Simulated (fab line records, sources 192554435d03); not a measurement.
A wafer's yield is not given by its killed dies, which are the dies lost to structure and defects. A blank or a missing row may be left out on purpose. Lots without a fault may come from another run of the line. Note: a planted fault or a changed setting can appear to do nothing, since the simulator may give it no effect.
Chamber matching    flow n5Finfet    cvdCo-01 running N5_BEOL_M0_PRE_CLEAN_131: 3 sister chambers
The step time 15 s. 6 wafers are shown with their chamber, then 12 later ones without.

WAFERS WITH THEIR CHAMBER
wafer   chamber  heaterPowerW (W)  heaterPowerOuterW (W)
L084.5  1        60                12
L087.1  0        135               42
L087.6  0        133               42
L090.2  1        61                13
L090.3  2        57                3
L090.4  2        57                3

WAFERS MISSING THEIR CHAMBER
wafer   heaterPowerW (W)  heaterPowerOuterW (W)
L093.1  58                3
L093.2  61                13
L093.3  131               41
L095.2  58                3
L095.4  61                13
L095.5  58                3
L096.1  61                13
L096.2  137               40
L096.4  59                13
L097.4  60                13
L097.5  135               42
L097.6  57                3

EACH ONE'S CHAMBER
wafer   from the rows above  in truth
L093.1  2                    2
L093.2  1                    1
L093.3  0                    0
L095.2  2                    2
L095.4  1                    1
L095.5  2                    2
L096.1  1                    1
L096.2  0                    0
L096.4  1                    1
L097.4  1                    1
L097.5  0                    0
L097.6  2                    2
12 of 12 placed correctly. Not placeable from these rows: 0. Placed wrongly: 0.
How it was worked out, from the rows above alone: a wafer's distance from a chamber is the root of the sum, over the readings, of the square of ((its reading less the chamber's mean) divided by the reading's scatter). If the next closest chamber is less than 2 further off than the closest, the wafer can't be placed; otherwise it belongs to the closest. Each chamber's mean is taken over the wafers shown for it. How the scatter is found: for the shown wafers, subtract from each reading the mean of its chamber, square and add these, divide the total by (wafers less chambers), then take the root.
